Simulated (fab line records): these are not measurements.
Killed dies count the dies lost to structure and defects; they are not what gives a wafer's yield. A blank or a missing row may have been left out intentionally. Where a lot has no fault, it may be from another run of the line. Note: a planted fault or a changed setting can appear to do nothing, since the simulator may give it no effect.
What tool caused it? ; flow nand harc ; 14 lots, 41 wafers sampled, at 5 steps of a route of 1159

WHAT EACH GAUGE READ, for each wafer
NHARC_P_BONDPAD_OVL_MEAS_38.
lot;measured;on;overlay x nm (nm);overlay y nm (nm)
L721;day 6 23:46;overlay-02;11 10 10;17 17 17
L722;day 7 04:10;overlay-01;5 6 5;9 10 10
L725;day 7 06:30;overlay-02;-9 -9 -9;2 2 2
L724;day 7 07:26;overlay-02;-3 -3 -3;-6 -7 -7
L723;day 7 11:16;overlay-01;-12 -11 -11;-1 -1 -1
L726;day 8 05:32;overlay-02;11 11 11;-6 -6 -6
L727;day 8 16:50;overlay-02;7 7;-3 -3
L735;day 10 12:14;overlay-01;-1 -2 -2;8 8 8
L737;day 10 21:44;overlay-01;-2 -2 -2;1 1 0
L736;day 10 22:34;overlay-01;-10 -10 -10;-3 -3 -3
L740;day 11 11:49;overlay-02;-12 -12 -12;2 2 2
L739;day 11 12:46;overlay-01;15 15 15;-1 -1 0
L738;day 11 18:49;overlay-01;7 6 6;2 2 1
L741;day 11 19:43;overlay-02;-1 -1 -1;1 1 1

NHARC_END_SORT_01.
lot;measured;on;defect limited yield (%);killed at array;killed at other;killed at periphery;killed dies;killed open;killed short;sort_bin_2_pct (%);sort_bin_3_pct (%);sort_bin_4_pct (%);sort n pass;sort rim yield pct (%);sort yield pct (%)
L727;day 21 02:41;prober-02;95.3 94.1;28 36;0 1;4 3;32 40;5 0;2 5;1.9 2.1;0.15 0.15;2.7 3.7;645 637;93.4 93.4;95.3 94.1

EACH LOT AND THE TOOL THAT RAN IT (in order: tool; ch and the chambers of the sampled wafers; start)
lot;NHARC_P_M1_PRE_CLEAN_30;NHARC_P_BONDPAD_SOFTBAKE_04;NHARC_P_BONDPAD_ANNEAL_28
L721;pvd sputter-02, day 6 23:00 or earlier;litho track-03 ch 0, day 6 23:00;rtp anneal-01 ch 0, day 7 01:38
L722;pvd sputter-03, day 7 03:00 or earlier;litho track-03 ch 0, day 7 03:00;rtp anneal-02 ch 0, day 7 05:58
L725;pvd sputter-02, day 7 06:00 or earlier;litho track-05 ch 0, day 7 06:00;rtp anneal-02 ch 0, day 7 08:34
L724;pvd sputter-03, day 7 06:00 or earlier;litho track-02 ch 0, day 7 06:00;rtp anneal-02 ch 0, day 7 09:29
L723;pvd sputter-01, day 7 10:00 or earlier;litho track-02 ch 0, day 7 10:00;rtp anneal-01 ch 0, day 7 13:19
L726;pvd sputter-02, day 8 05:00 or earlier;litho track-02 ch 0, day 8 05:00;rtp anneal-02 ch 0, day 8 07:25
L727;pvd sputter-01, day 8 16:00 or earlier;litho track-02 ch 0, day 8 16:00;rtp anneal-01 ch 0, day 8 18:46
L735;pvd sputter-01, day 10 11:00 or earlier;litho track-03 ch 0, day 10 11:00;rtp anneal-02 ch 0, day 10 14:16
L737;pvd sputter-01, day 10 21:00 or earlier;litho track-02 ch 0, day 10 21:00;rtp anneal-02 ch 0, day 10 23:35
L736;pvd sputter-02, day 10 22:00 or earlier;litho track-02 ch 0, day 10 22:00;rtp anneal-01 ch 0, day 11 00:34
L740;pvd sputter-02, day 11 11:00 or earlier;litho track-03 ch 0, day 11 11:00;rtp anneal-01 ch 0, day 11 13:43
L739;pvd sputter-03, day 11 12:00 or earlier;litho track-03 ch 0, day 11 12:00;rtp anneal-02 ch 0, day 11 14:44
L738;pvd sputter-03, day 11 18:00 or earlier;litho track-03 ch 0, day 11 18:00;rtp anneal-02 ch 0, day 11 20:42
L741;pvd sputter-02, day 11 19:00 or earlier;litho track-02 ch 0, day 11 19:00;rtp anneal-01 ch 0, day 11 22:01
- NHARC_P_M1_PRE_CLEAN_30: time 30 s.
- NHARC_P_BONDPAD_SOFTBAKE_04: time 70 s.
- NHARC_P_BONDPAD_ANNEAL_28: time 90 s.

AS READ BY THE TOOLS THEMSELVES (means over the sampled wafers that have a number; for cases with no such wafer, the mark the record gives instead)
NHARC_P_M1_PRE_CLEAN_30.
lot;tool;heater power w (W)
L721;pvd sputter-02;358
L722;pvd sputter-03;414
L725;pvd sputter-02;439
L724;pvd sputter-03;379
L723;pvd sputter-01;414
L726;pvd sputter-02;376
L727;pvd sputter-01;429
L735;pvd sputter-01;422
L737;pvd sputter-01;437
L736;pvd sputter-02;438
L740;pvd sputter-02;383
L739;pvd sputter-03;452
L738;pvd sputter-03;455
L741;pvd sputter-02;360

NHARC_P_BONDPAD_SOFTBAKE_04.
lot;tool;plate temp C (C)
L721;litho track-03;125.00
L722;litho track-03;124.88
L725;litho track-05;125.07
L724;litho track-02;124.90
L723;litho track-02;125.00
L726;litho track-02;125.87
L727;litho track-02;125.66
L735;litho track-03;124.79
L737;litho track-02;125.08
L736;litho track-02;124.97
L740;litho track-03;125.00
L739;litho track-03;125.09
L738;litho track-03;125.06
L741;litho track-02;125.18

NHARC_P_BONDPAD_ANNEAL_28.
lot;tool;wafer_temp_C_max
L721;rtp anneal-01;226.13
L722;rtp anneal-02;226.00
L725;rtp anneal-02;226.16
L724;rtp anneal-02;226.08
L723;rtp anneal-01;226.01
L726;rtp anneal-02;225.91
L727;rtp anneal-01;226.12
L735;rtp anneal-02;226.32
L737;rtp anneal-02;225.90
L736;rtp anneal-01;225.91
L740;rtp anneal-01;225.86
L739;rtp anneal-02;225.91
L738;rtp anneal-02;225.94
L741;rtp anneal-01;226.24

THE ANSWER, worked out from the rows above alone
Rule: the usual values come from the lots themselves. The widest of any qualifying gaps counts: lots, ordered by their means at a reading, are off when they make up no more than a third of the lots, leave a main group of 4 or more, and stand apart from it by 3 or more times the standard deviation of that group's means. A main group whose means are all the same, to the digits that the tables above print for the reading, isn't used. A lot without any number at a reading at which 4 lots or more have one is off too. All remaining lots with rows at the step are treated as sound. After the gauges, taken in route order, come the tools' own readings; for these a lot's mean is taken, as printed above. The first step at which some lot is off is used, and at that step the reading that is off furthest; a lot without a number counts as furthest.
Off: L726, L727 (NHARC_P_BONDPAD_SOFTBAKE_04, plate temp C). For the main group the mean is 125.00 C and the standard deviation 0.1.
If a tool, at that step or one of the process steps before it, ran each lot that is off and ran no sound lot following the first of them, it fits. Because NHARC_P_M1_PRE_CLEAN_30 lacks a start for some lots, the hours and order of its lots are taken from NHARC_P_BONDPAD_SOFTBAKE_04. No candidate that was tried fits.

WHAT THE SIMULATOR HAD INSERTED
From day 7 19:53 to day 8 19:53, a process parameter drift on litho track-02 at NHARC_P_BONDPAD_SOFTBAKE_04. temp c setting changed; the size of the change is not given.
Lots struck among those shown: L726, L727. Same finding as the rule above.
